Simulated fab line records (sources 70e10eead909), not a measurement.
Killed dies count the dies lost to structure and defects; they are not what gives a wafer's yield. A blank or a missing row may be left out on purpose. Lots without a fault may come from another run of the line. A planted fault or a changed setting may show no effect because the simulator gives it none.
fab line records	flow nand_harc
record: lots: 24	wafers: 72	last_day: 24
route steps=1159 shown P_M2@329 P_BONDPAD@380 A_CHANNEL_HOLE_D1@467
lots untouched by any fault: they come from a run of this same line in which no faults occurred
start_h: the number of hours between the record's first day and the start of the first shown wafer of the lot	wait_h: hours from the lot's prior step to this one	" identical to the entry in the row above	L1.1+2: a row that stands for several wafers	- no value present, or no start provided	* or withheld: withheld	< > ~ a bound
route shown NAME@n: NAME is a module with steps in the file, n the number in the route of the first one	usual: mean/standard deviation of fault-free wafers	same: alike in all rows	chamber/n: place in a boat	sites: readings site by site	_std_site: the values' standard deviation	_edge_site: inner sites' mean taken away from outer sites' mean	radius_mm: how far each site lies from the wafer's centre	mask NAME#n: copy n	behind: the last tool/chamber to shape the wafer	hold: why the lot went on hold/how many hours it stayed there/how the hold came to an end	device: the transistor (n, p or np) that didn't switch	end of line: tests run on the same wafers once the route is complete	a step given without rows: its recipe and nothing more	killed: count of dies lost to structure and defects at first sort (not the wafer's yield)	map: dies across one wafer; x = killed, . = not, _ = none there
set.NAME: setting as actually run; set.NAME@STEP: the setting as run at that earlier step	model.NAME: the simulator's own value behind a step, which no gauge read
route steps across a sampled set of lots; one table per step, one row per wafer
services: from which hour (start_h, from the record's first day; less than 0 if before it) a tool's chamber was out of use, for how many hours, and why
== steps ==
step: NHARC_P_M2_OVL_MEAS_10
recipe: pitch_nm: 340
usual: overlay_x_nm: 0.1/0.97	overlay_y_nm: 0.2/0.94
lot.wafer	tool	chamber	start_h	wait_h	overlay_x_nm	overlay_y_nm
L074.1	overlay-01	-	127.07	-	-0.6	1.5
L074.4	"	-	"	"	-1.0	0.7
L074.6	"	-	"	"	-1.2	1.2
L075.4	overlay-01	-	140.32	-	-0.6	-0.5
L075.5	"	-	"	"	-0.2	-0.3
L075.6	"	-	"	"	0.0	-0.5
L076.1	overlay-01	-	140.58	-	0.4	0.3
L076.3	"	-	"	"	0.0	0.5
L076.6	"	-	"	"	0.7	0.7
L077.1	overlay-01	-	142.08	-	-0.7	0.5
L077.3	"	-	"	"	-0.7	0.5
L077.6	"	-	"	"	-0.4	0.6
L079.2	overlay-02	-	156.74	-	0.3	0.6
L079.4	"	-	"	"	0.3	1.1
L079.6	"	-	"	"	0.4	1.0
L078.2	overlay-01	-	157.93	-	-0.3	3.1
L078.4	"	-	"	"	-0.8	2.5
L078.6	"	-	"	"	0.0	2.7
L080.1	overlay-02	-	158.09	-	0.0	0.2
L080.5	"	-	"	"	-0.3	0.1
L080.6	"	-	"	"	-0.1	0.4
L081.1	overlay-02	-	165.06	-	0.3	-0.3
L081.4	"	-	"	"	0.2	-0.3
L081.6	"	-	"	"	-0.1	-0.4
L083.3	overlay-01	-	175.27	-	-0.6	-0.5
L083.4	"	-	"	"	-0.1	-0.5
L083.5	"	-	"	"	-0.2	-0.3
L082.2	overlay-01	-	178.17	-	1.5	-0.5
L082.4	"	-	"	"	1.1	-0.3
L082.6	"	-	"	"	1.9	-0.6
L085.1	overlay-01	-	189.39	-	0.6	1.0
L085.5	"	-	"	"	-0.1	0.8
L085.6	"	-	"	"	0.2	0.1
L084.2	overlay-02	-	189.57	-	-0.9	-2.1
L084.4	"	-	"	"	-1.2	-1.6
L084.5	"	-	"	"	-2.1	-1.2
L086.1	overlay-01	-	201.96	-	-1.3	1.4
L086.2	"	-	"	"	-0.8	1.2
L086.4	"	-	"	"	-1.0	1.5
L088.1	overlay-02	-	202.45	-	0.1	-0.5
L088.4	"	-	"	"	-0.3	-0.3
L088.5	"	-	"	"	-0.3	0.3
L087.2	overlay-02	-	203.22	-	-0.2	-0.5
L087.3	"	-	"	"	-0.8	-0.4
L087.6	"	-	"	"	-0.5	-0.8
L089.2	overlay-02	-	218.58	-	1.7	1.4
L089.4	"	-	"	"	2.3	1.6
L089.5	"	-	"	"	2.2	1.1
L090.1	overlay-01	-	219.50	-	0.0	-0.2
L090.4	"	-	"	"	-0.2	0.0
L090.6	"	-	"	"	-0.3	-0.2
L092.1	overlay-01	-	229.14	-	2.3	0.0
L092.4	"	-	"	"	2.7	0.3
L092.6	"	-	"	"	1.9	0.3
L091.1	overlay-02	-	229.41	-	1.0	0.2
L091.3	"	-	"	"	0.9	-0.2
L091.6	"	-	"	"	0.9	0.1
L093.2	overlay-02	-	233.11	-	0.0	0.1
L093.3	"	-	"	"	0.1	0.9
L093.6	"	-	"	"	0.0	-0.3
L094.3	overlay-01	-	244.87	-	0.4	-0.4
L094.5	"	-	"	"	0.9	-0.9
L094.6	"	-	"	"	1.1	-0.4
L095.2	overlay-01	-	249.51	-	-0.2	-0.6
L095.3	"	-	"	"	0.0	-0.3
L095.5	"	-	"	"	-0.2	0.0
L097.1	overlay-02	-	254.47	-	0.1	0.0
L097.4	"	-	"	"	0.7	-0.1
L097.6	"	-	"	"	0.4	-0.4
L096.1	overlay-01	-	255.45	-	-1.1	-1.6
L096.2	"	-	"	"	-1.6	-0.6
L096.4	"	-	"	"	-0.9	-0.7
step: NHARC_P_M2_CD_MEAS_16
usual: cd_nm: 170.1/0.65
lot.wafer	tool	chamber	start_h	wait_h	cd_nm
L074.1	cd_sem-01	-	127.47	-	170.3
L074.4	"	-	"	"	170.3
L074.6	"	-	"	"	170.4
L075.4	cd_sem-01	-	140.73	-	170.4
L075.5	"	-	"	"	170.4
L075.6	"	-	"	"	169.7
L076.1	cd_sem-01	-	140.98	-	171.0
L076.3	"	-	"	"	170.6
L076.6	"	-	"	"	170.6
L077.1	cd_sem-02	-	142.48	-	170.4
L077.3	"	-	"	"	169.5
L077.6	"	-	"	"	169.7
L079.2	cd_sem-03	-	157.21	-	170.7
L079.4	"	-	"	"	171.2
L079.6	"	-	"	"	171.1
L078.2	cd_sem-03	-	158.35	-	170.1
L078.4	"	-	"	"	169.4
L078.6	"	-	"	"	169.6
L080.1	cd_sem-02	-	158.50	-	170.2
L080.5	"	-	"	"	169.5
L080.6	"	-	"	"	169.8
L081.1	cd_sem-01	-	165.47	-	170.0
L081.4	"	-	"	"	169.7
L081.6	"	-	"	"	169.7
L083.3	cd_sem-02	-	175.68	-	170.9
L083.4	"	-	"	"	170.6
L083.5	"	-	"	"	171.3
L082.2	cd_sem-01	-	178.58	-	170.2
L082.4	"	-	"	"	169.7
L082.6	"	-	"	"	169.9
L085.1	cd_sem-03	-	189.79	-	168.8
L085.5	"	-	"	"	169.1
L085.6	"	-	"	"	169.3
L084.2	cd_sem-03	-	189.99	-	168.7
L084.4	"	-	"	"	169.4
L084.5	"	-	"	"	169.3
L086.1	cd_sem-03	-	202.37	-	170.0
L086.2	"	-	"	"	170.3
L086.4	"	-	"	"	170.2
L088.1	cd_sem-02	-	202.96	-	169.8
L088.4	"	-	"	"	168.8
L088.5	"	-	"	"	169.1
L087.2	cd_sem-03	-	203.63	-	170.6
L087.3	"	-	"	"	170.1
L087.6	"	-	"	"	170.3
L089.2	cd_sem-02	-	218.99	-	170.5
L089.4	"	-	"	"	170.1
L089.5	"	-	"	"	170.1
L090.1	cd_sem-01	-	219.90	-	170.9
L090.4	"	-	"	"	170.7
L090.6	"	-	"	"	171.4
L092.1	cd_sem-01	-	229.54	-	169.7
L092.4	"	-	"	"	170.2
L092.6	"	-	"	"	170.3
L091.1	cd_sem-01	-	229.81	-	170.2
L091.3	"	-	"	"	170.3
L091.6	"	-	"	"	169.9
L093.2	cd_sem-03	-	233.52	-	169.4
L093.3	"	-	"	"	170.4
L093.6	"	-	"	"	170.1
L094.3	cd_sem-02	-	245.28	-	170.7
L094.5	"	-	"	"	169.8
L094.6	"	-	"	"	170.7
L095.2	cd_sem-01	-	249.92	-	170.1
L095.3	"	-	"	"	170.3
L095.5	"	-	"	"	170.6
L097.1	cd_sem-01	-	254.88	-	169.8
L097.4	"	-	"	"	169.0
L097.6	"	-	"	"	168.1
L096.1	cd_sem-02	-	255.86	-	170.1
L096.2	"	-	"	"	169.9
L096.4	"	-	"	"	170.0
step: NHARC_P_M2_ANNEAL_31
recipe: temp_c: 225	time_s: 90
usual: anneal_temp_c_max: 225.83/0.24	wafer_temp_C_max: 226.0/0.35
lot.wafer	tool	chamber	start_h	wait_h	anneal_temp_c_max	wafer_temp_C_max
L074.1	rtp_anneal-02	0	128.92	0.3	225.60	226.0
L074.4	"	0	"	"	225.59	226.2
L074.6	"	0	"	"	225.59	226.5
L075.4	rtp_anneal-02	0	142.47	-	226.13	226.3
L075.5	"	0	"	"	225.52	226.3
L075.6	"	0	"	"	225.57	226.5
L076.1	rtp_anneal-01	0	142.58	0.3	226.35	225.7
L076.3	"	0	"	"	226.12	225.9
L076.6	"	0	"	"	226.03	225.8
L077.1	rtp_anneal-01	0	143.95	-	225.77	225.8
L077.3	"	0	"	"	226.11	225.7
L077.6	"	0	"	"	226.17	225.8
L079.2	rtp_anneal-02	0	158.88	-	225.83	226.7
L079.4	"	0	"	"	225.54	226.2
L079.6	"	0	"	"	225.89	226.2
L080.1	rtp_anneal-02	0	160.02	-	226.38	226.4
L080.5	"	0	"	"	225.92	226.2
L080.6	"	0	"	"	225.81	226.6
L078.2	rtp_anneal-01	0	160.04	0.4	225.99	226.0
L078.4	"	0	"	"	226.25	225.8
L078.6	"	0	"	"	226.48	225.7
L081.1	rtp_anneal-01	0	166.91	0.3	225.98	226.0
L081.4	"	0	"	"	226.12	225.3
L081.6	"	0	"	"	225.78	225.8
L083.3	rtp_anneal-01	0	177.24	0.3	225.95	225.6
L083.4	"	0	"	"	225.79	226.0
L083.5	"	0	"	"	225.69	226.3
L082.2	rtp_anneal-01	0	180.13	0.4	225.35	225.6
L082.4	"	0	"	"	225.61	225.6
L082.6	"	0	"	"	225.59	225.7
L085.1	rtp_anneal-01	0	191.28	0.4	225.92	225.9
L085.5	"	0	"	"	225.79	225.5
L085.6	"	0	"	"	226.03	225.8
L084.2	rtp_anneal-02	0	191.52	-	225.57	226.4
L084.4	"	0	"	"	225.86	226.2
L084.5	"	0	"	"	225.81	226.4
L086.1	rtp_anneal-02	0	204.27	0.3	225.76	226.4
L086.2	"	0	"	"	225.68	226.2
L086.4	"	0	"	"	225.86	226.6
L088.1	rtp_anneal-01	0	204.65	0.3	225.87	225.8
L088.4	"	0	"	"	226.01	225.7
L088.5	"	0	"	"	225.95	225.6
L087.2	rtp_anneal-01	0	205.12	0.4	225.76	226.1
L087.3	"	0	"	"	226.25	225.8
L087.6	"	0	"	"	226.25	225.9
L089.2	rtp_anneal-02	0	220.58	0.3	225.58	226.8
L089.4	"	0	"	"	226.21	226.7
L089.5	"	0	"	"	225.63	226.2
L090.1	rtp_anneal-01	0	221.40	-	225.85	225.7
L090.4	"	0	"	"	225.82	225.8
L090.6	"	0	"	"	225.81	225.9
L092.1	rtp_anneal-02	0	231.06	0.4	225.37	226.3
L092.4	"	0	"	"	225.66	226.3
L092.6	"	0	"	"	225.30	226.3
L091.1	rtp_anneal-01	0	231.31	-	225.81	225.5
L091.3	"	0	"	"	225.76	226.2
L091.6	"	0	"	"	225.67	225.9
L093.2	rtp_anneal-02	0	235.20	0.3	225.92	226.4
L093.3	"	0	"	"	225.92	226.0
L093.6	"	0	"	"	226.06	226.3
L094.3	rtp_anneal-01	0	246.91	0.3	225.52	225.8
L094.5	"	0	"	"	225.77	225.8
L094.6	"	0	"	"	225.50	226.0
L095.2	rtp_anneal-02	0	251.58	0.4	225.60	226.1
L095.3	"	0	"	"	225.78	227.0
L095.5	"	0	"	"	225.80	226.1
L097.1	rtp_anneal-02	0	256.48	0.4	225.42	226.5
L097.4	"	0	"	"	225.71	226.0
L097.6	"	0	"	"	225.45	226.6
L096.1	rtp_anneal-01	0	257.33	-	225.83	225.4
L096.2	"	0	"	"	225.55	225.9
L096.4	"	0	"	"	225.93	225.7
step: NHARC_P_M2_INSPECT_27
usual: raw_defect_count: 335/130
lot.wafer	tool	chamber	start_h	wait_h	raw_defect_count
L074.1	defect_inspect-01	-	129.74	0.0	460
L074.4	"	-	"	"	321
L074.6	"	-	"	"	602
L075.4	defect_inspect-01	-	143.13	0.0	422
L075.5	"	-	"	"	642
L075.6	"	-	"	"	402
L076.1	defect_inspect-02	-	143.41	0.0	202
L076.3	"	-	"	"	228
L076.6	"	-	"	"	198
L077.1	defect_inspect-01	-	144.77	0.0	277
L077.3	"	-	"	"	564
L077.6	"	-	"	"	706
L079.2	defect_inspect-02	-	159.66	0.0	321
L079.4	"	-	"	"	351
L079.6	"	-	"	"	345
L078.2	defect_inspect-02	-	160.81	0.0	158
L078.4	"	-	"	"	182
L078.6	"	-	"	"	350
L080.1	defect_inspect-01	-	160.85	0.0	328
L080.5	"	-	"	"	344
L080.6	"	-	"	"	357
L081.1	defect_inspect-02	-	167.74	0.0	302
L081.4	"	-	"	"	430
L081.6	"	-	"	"	213
L083.3	defect_inspect-02	-	177.95	0.0	132
L083.4	"	-	"	"	292
L083.5	"	-	"	"	233
L082.2	defect_inspect-01	-	180.89	0.0	289
L082.4	"	-	"	"	386
L082.6	"	-	"	"	299
L085.1	defect_inspect-01	-	192.09	0.0	358
L085.5	"	-	"	"	400
L085.6	"	-	"	"	212
L084.2	defect_inspect-01	-	192.28	0.0	376
L084.4	"	-	"	"	309
L084.5	"	-	"	"	228
L086.1	defect_inspect-02	-	205.09	0.0	387
L086.2	"	-	"	"	240
L086.4	"	-	"	"	412
L088.1	defect_inspect-02	-	205.46	0.0	196
L088.4	"	-	"	"	142
L088.5	"	-	"	"	180
L087.2	defect_inspect-02	-	205.89	0.0	511
L087.3	"	-	"	"	315
L087.6	"	-	"	"	419
L089.2	defect_inspect-02	-	221.34	0.0	683
L089.4	"	-	"	"	770
L089.5	"	-	"	"	611
L090.1	defect_inspect-02	-	222.21	0.0	321
L090.4	"	-	"	"	193
L090.6	"	-	"	"	207
L092.1	defect_inspect-01	-	231.89	0.0	462
L092.4	"	-	"	"	486
L092.6	"	-	"	"	290
L091.1	defect_inspect-02	-	232.13	0.0	270
L091.3	"	-	"	"	200
L091.6	"	-	"	"	276
L093.2	defect_inspect-01	-	236.01	0.0	245
L093.3	"	-	"	"	472
L093.6	"	-	"	"	372
L094.3	defect_inspect-01	-	247.63	0.0	340
L094.5	"	-	"	"	289
L094.6	"	-	"	"	236
L095.2	defect_inspect-02	-	252.37	0.0	166
L095.3	"	-	"	"	161
L095.5	"	-	"	"	235
L097.1	defect_inspect-01	-	257.32	0.0	388
L097.4	"	-	"	"	503
L097.6	"	-	"	"	324
L096.1	defect_inspect-02	-	258.14	0.0	446
L096.2	"	-	"	"	535
L096.4	"	-	"	"	354
step: NHARC_P_BONDPAD_CMP_19
recipe: t_overpolish_s: 30	cu_recess_touch_s: 16	target_thk_nm: 160.81
usual: motor_current_A: 12.5/1.1	overpolish_run_s: 30.000/0.0084	retaining_ring_pressure_frac: 1.000/0.0054
same: cu_recess_touch_s: 16
lot.wafer	tool	chamber	start_h	wait_h	motor_current_A	overpolish_run_s	retaining_ring_pressure_frac
L074.4	cmp-03	0	134.13	-	12.5	30.004	1.004
L074.1	"	1	"	"	12.6	29.988	0.994
L074.6	"	3	"	"	12.4	30.007	0.993
L075.4	cmp-03	3	147.32	-	12.5	29.989	0.997
L075.5	"	0	"	"	12.4	29.989	0.993
L075.6	"	1	"	"	13.7	30.012	1.005
L076.3	cmp-03	3	147.69	-	12.0	30.008	1.005
L076.1	"	0	"	"	13.5	29.995	1.003
L076.6	"	0	"	"	12.0	29.986	0.999
L077.1	cmp-04	2	148.82	-	12.7	29.999	1.003
L077.3	"	0	"	"	11.7	30.002	0.992
L077.6	"	2	"	"	12.5	29.995	0.997
L079.4	cmp-02	3	163.82	-	12.8	29.997	0.996
L079.2	"	0	"	"	11.3	30.007	0.996
L079.6	"	2	"	"	11.5	30.011	1.001
L078.2	cmp-04	0	164.77	-	11.5	29.999	1.007
L078.4	"	3	"	"	11.0	30.004	1.004
L078.6	"	1	"	"	14.3	30.007	1.001
L080.1	cmp-03	2	165.13	-	11.2	29.992	0.999
L080.5	"	1	"	"	13.3	30.009	1.007
L080.6	"	2	"	"	11.0	30.008	1.006
L081.4	cmp-03	3	171.69	-	13.2	30.004	1.003
L081.1	"	1	"	"	13.5	30.012	0.999
L081.6	"	2	"	"	10.8	30.005	1.004
L083.4	cmp-03	0	182.63	-	13.4	29.998	0.987
L083.3	"	1	"	"	13.6	30.009	0.996
L083.5	"	1	"	"	13.4	29.998	0.992
L082.4	cmp-04	2	185.13	-	12.6	29.999	0.999
L082.2	"	3	"	"	11.8	30.001	1.001
L082.6	"	1	"	"	14.0	30.005	1.004
L085.1	cmp-04	3	196.28	-	11.4	29.984	1.006
L085.6	"	0	"	"	11.2	29.993	1.000
L085.5	"	1	"	"	14.2	29.990	0.996
L084.2	cmp-02	1	196.53	-	13.3	29.991	1.010
L084.4	"	3	"	"	12.9	29.996	1.001
L084.5	"	1	"	"	12.4	30.014	1.006
L086.2	cmp-04	0	209.38	-	11.6	30.000	0.998
L086.4	"	1	"	"	14.3	29.996	0.993
L086.1	"	2	"	"	12.9	29.997	0.992
L088.1	cmp-04	2	209.55	-	12.5	29.991	1.000
L088.4	"	3	"	"	11.4	30.007	0.993
L088.5	"	1	"	"	14.5	30.001	1.004
L087.3	cmp-02	1	210.06	-	12.6	30.010	1.001
L087.2	"	2	"	"	12.0	30.006	0.995
L087.6	"	3	"	"	13.6	29.995	1.000
L089.2	cmp-04	3	225.86	-	11.5	29.986	0.996
L089.4	"	0	"	"	11.8	29.992	1.001
L089.5	"	2	"	"	12.8	29.999	0.996
L090.1	cmp-03	2	226.68	-	10.9	29.989	0.992
L090.4	"	0	"	"	13.6	30.010	1.003
L090.6	"	2	"	"	10.5	29.989	1.000
L092.1	cmp-03	3	236.28	-	12.7	29.992	1.006
L092.4	"	1	"	"	13.5	30.002	0.994
L092.6	"	3	"	"	12.7	29.994	1.010
L091.1	cmp-04	3	236.98	-	11.4	29.997	1.003
L091.3	"	2	"	"	13.2	30.000	0.993
L091.6	"	0	"	"	12.0	29.994	0.993
L093.2	cmp-02	1	240.11	-	12.7	30.006	1.007
L093.3	"	0	"	"	12.1	30.008	0.992
L093.6	"	1	"	"	12.5	30.018	0.997
L094.3	cmp-03	0	251.71	-	12.2	30.011	1.005
L094.5	"	1	"	"	13.1	29.991	0.998
L094.6	"	2	"	"	10.4	29.999	0.997
L095.2	cmp-04	2	256.90	-	13.4	29.996	1.001
L095.3	"	3	"	"	11.6	29.993	1.002
L095.5	"	3	"	"	11.1	30.003	1.001
L097.4	cmp-03	3	261.61	-	11.8	30.004	1.009
L097.1	"	0	"	"	13.2	29.993	0.992
L097.6	"	3	"	"	12.8	30.010	1.003
L096.1	cmp-04	2	262.15	-	12.7	30.006	0.996
L096.4	"	3	"	"	11.3	30.007	0.999
L096.2	"	0	"	"	12.4	30.005	1.010
step: NHARC_A_CHANNEL_HOLE_D1_ETCH_39
recipe: target_depth_a: 2600	over_etch_frac: 0.3	time_s: 325	ion_energy_ev: 200	n2_flow_sccm: 150	h2_flow_sccm: 150	ar_flow_sccm: 0	rf_w: 400	bias_w: 150	chemistry: N2/H2
usual: bias_w: 150.0/0.46	drypump_motor_current_A: 5.9/0.49	oes_product_au: 0.997/0.01	rf_vpp_V: 428.9/2.4	showerhead_plenum_p_Torr: 1.98/0.083	throttle_valve_pct: 14.172/0.0091
lot.wafer	tool	chamber	start_h	wait_h	bias_w	drypump_motor_current_A	oes_product_au	rf_hours_counter_h	rf_vpp_V	showerhead_plenum_p_Torr	throttle_valve_pct
L074.1	rie_diel-01	2	-	-	150.1	5.3	1.018	2	435.6	2.18	14.173
L074.4	"	3	"	"	149.8	6.7	1.020	3	426.0	1.91	14.170
L074.6	"	1	"	"	150.1	5.5	1.003	-	431.7	2.02	14.170
L077.3	rie_diel-04	3	-	-	150.7	6.4	0.994	3	427.1	1.92	14.174
L077.1	"	0	"	"	150.3	5.0	0.988	4	431.9	2.12	14.174
L077.6	"	0	"	"	150.4	5.0	0.980	-	430.4	2.12	14.180
L075.4	rie_diel-01	3	-	-	150.8	6.7	1.003	3	426.6	1.91	14.179
L075.6	"	2	"	"	150.0	5.3	0.995	-	434.4	2.18	14.165
L075.5	"	3	"	"	150.2	6.7	1.014	-	427.5	1.91	14.185
L076.3	rie_diel-03	3	-	-	150.0	5.9	0.998	12	428.6	1.99	14.168
L076.1	"	0	"	"	149.6	5.8	0.991	11	428.3	1.97	14.164
L076.6	"	3	"	"	149.5	5.9	0.993	-	428.5	1.99	14.169
L079.2	rie_diel-04	2	-	-	149.3	6.4	0.991	4	427.3	1.94	14.175
L079.4	"	0	"	"	150.1	5.0	0.993	5	432.3	2.12	14.188
L079.6	"	2	"	"	149.7	6.4	0.996	-	427.8	1.94	14.188
L080.1	rie_diel-03	0	-	-	150.4	5.8	1.004	12	428.1	1.96	14.178
L080.6	"	1	"	"	149.3	5.4	1.003	-	427.7	1.92	14.160
L080.5	"	2	"	"	150.1	6.1	0.998	-	425.2	1.89	14.164
L078.2	rie_diel-01	0	-	-	149.7	6.3	1.001	5	432.7	2.12	14.188
L078.4	"	2	"	"	150.1	5.3	1.006	4	433.3	2.18	14.163
L078.6	"	3	"	"	150.2	6.7	1.015	-	425.7	1.91	14.170
L081.1	rie_diel-04	3	-	-	150.4	6.4	0.994	5	426.9	1.92	14.172
L081.4	"	0	"	"	149.6	5.1	0.988	6	433.3	2.12	14.175
L081.6	"	3	"	"	150.1	6.3	0.995	-	427.0	1.92	14.182
L082.2	rie_diel-01	0	-	-	150.4	6.3	1.010	7	433.1	2.11	14.164
L082.4	"	2	"	"	149.8	5.3	1.007	5	433.6	2.18	14.166
L082.6	"	0	"	"	150.0	6.3	0.998	-	432.5	2.11	14.153
L083.4	rie_diel-04	2	-	-	150.5	6.3	0.987	5	428.8	1.94	14.163
L083.3	"	3	"	"	149.5	6.4	0.999	6	426.2	1.92	14.184
L083.5	"	2	"	"	150.4	6.4	0.992	-	427.2	1.94	14.175
L084.4	rie_diel-04	0	-	-	150.0	5.0	0.996	7	432.9	2.12	14.182
L084.2	"	1	"	"	149.2	5.4	0.982	7	428.2	1.98	14.168
L084.5	"	3	"	"	151.0	6.4	0.993	-	426.5	1.92	14.178
L085.1	rie_diel-03	2	-	-	150.0	6.2	1.009	0	425.0	1.89	14.173
L085.5	"	3	"	"	150.2	5.9	1.012	-	429.2	1.99	14.179
L085.6	"	0	"	"	149.4	5.8	0.994	-	427.3	1.97	14.170
L086.4	rie_diel-01	0	-	-	149.4	6.3	0.995	10	432.3	2.11	14.192
L086.1	"	1	"	"	150.1	5.5	0.984	9	430.9	2.02	14.172
L086.2	"	2	"	"	149.3	5.3	1.004	7	433.3	2.18	14.156
L087.2	rie_diel-04	1	-	-	149.8	5.4	0.976	8	430.2	1.98	14.162
L087.3	"	0	"	"	150.8	5.0	0.994	8	433.7	2.12	14.196
L087.6	"	2	"	"	150.4	6.3	0.994	-	427.9	1.94	14.174
L088.4	rie_diel-03	1	-	-	150.2	5.4	1.008	2	427.2	1.92	14.176
L088.1	"	3	"	"	149.1	5.9	1.014	2	429.5	1.99	14.172
L088.5	"	2	"	"	150.0	6.2	1.011	-	425.2	1.89	14.176
L090.1	rie_diel-01	0	-	-	150.7	6.3	1.007	11	431.7	2.11	14.175
L090.4	"	1	"	"	150.2	5.5	1.001	10	430.0	2.02	14.175
L090.6	"	0	"	"	149.7	6.3	0.988	-	433.2	2.11	14.172
L089.2	rie_diel-03	1	-	-	150.2	5.3	0.991	3	428.1	1.92	14.170
L089.4	"	0	"	"	149.1	5.8	1.000	3	428.7	1.96	14.166
L089.5	"	2	"	"	150.5	6.2	1.002	-	427.2	1.89	14.178
L091.1	rie_diel-03	0	-	-	150.0	5.8	0.995	4	429.4	1.96	14.174
L091.3	"	1	"	"	149.7	5.4	0.995	4	428.2	1.92	14.172
L091.6	"	0	"	"	150.1	5.8	0.991	-	427.8	1.96	14.162
L092.1	rie_diel-04	1	-	-	150.3	5.4	0.975	10	429.1	1.98	14.183
L092.4	"	2	"	"	150.3	6.4	0.992	9	429.8	1.94	14.168
L092.6	"	0	"	"	149.9	5.1	0.983	-	432.1	2.12	14.178
L093.3	rie_diel-04	2	-	-	149.6	6.3	0.998	9	428.2	1.94	14.184
L093.2	"	3	"	"	149.4	6.4	1.001	10	428.3	1.92	14.172
L093.6	"	1	"	"	149.5	5.4	0.993	-	427.4	1.98	14.163
L094.3	rie_diel-03	1	-	-	150.2	5.3	0.979	5	429.0	1.92	14.163
L094.6	"	1	"	"	149.8	5.4	0.991	-	426.2	1.92	14.180
L094.5	"	2	"	"	149.9	6.1	0.997	-	426.0	1.89	14.172
L095.3	rie_diel-03	1	-	-	149.9	5.3	0.995	6	427.6	1.92	14.182
L095.2	"	3	"	"	150.2	5.9	0.997	6	428.3	1.99	14.172
L095.5	"	2	"	"	149.3	6.1	1.006	-	426.2	1.89	14.175
L097.1	rie_diel-04	0	-	-	149.6	5.1	0.983	0	430.8	2.12	14.165
L097.4	"	0	"	"	150.4	5.1	0.991	-	432.7	2.12	14.169
L097.6	"	1	"	"	150.0	5.4	0.986	-	428.5	1.98	14.173
L096.4	rie_diel-03	0	-	-	149.6	5.8	0.996	6	428.0	1.96	14.185
L096.1	"	1	"	"	149.5	5.3	0.998	6	426.0	1.92	14.179
L096.2	"	2	"	"	150.3	6.2	1.012	6	427.3	1.89	14.176
== services ==
tool	chamber	start_h	hours	kind
cmp-04	-	105.07	4.0	pm
rie_diel-04	-	111.90	9.0	pm
rie_diel-01	2	112.53	6.3	repair
cmp-04	-	115.17	2.1	repair
cmp-02	-	128.59	4.0	pm
rie_diel-01	-	138.10	9.0	pm
rie_diel-03	0	151.13	7.8	repair
cmp-03	-	156.00	4.0	pm
rie_diel-04	3	183.89	4.7	repair
rie_diel-04	2	186.92	15.0	repair
cmp-04	-	203.18	4.0	pm
cmp-03	-	208.79	2.6	repair
rie_diel-03	-	215.30	9.0	pm
rie_diel-01	2	227.74	4.7	repair
cmp-03	-	254.00	4.0	pm
rie_diel-03	0	278.58	8.0	repair
rie_diel-03	-	279.81	0.6	repair
cmp-04	-	283.19	0.6	repair
rie_diel-01	0	285.73	4.0	repair
rie_diel-04	-	288.97	9.0	pm
rie_diel-03	2	295.14	4.3	repair
rtp_anneal-02	-	300.00	12.0	pm
rie_diel-04	3	301.06	34.5	repair
cmp-04	-	301.18	4.0	pm
== key ==
fault none
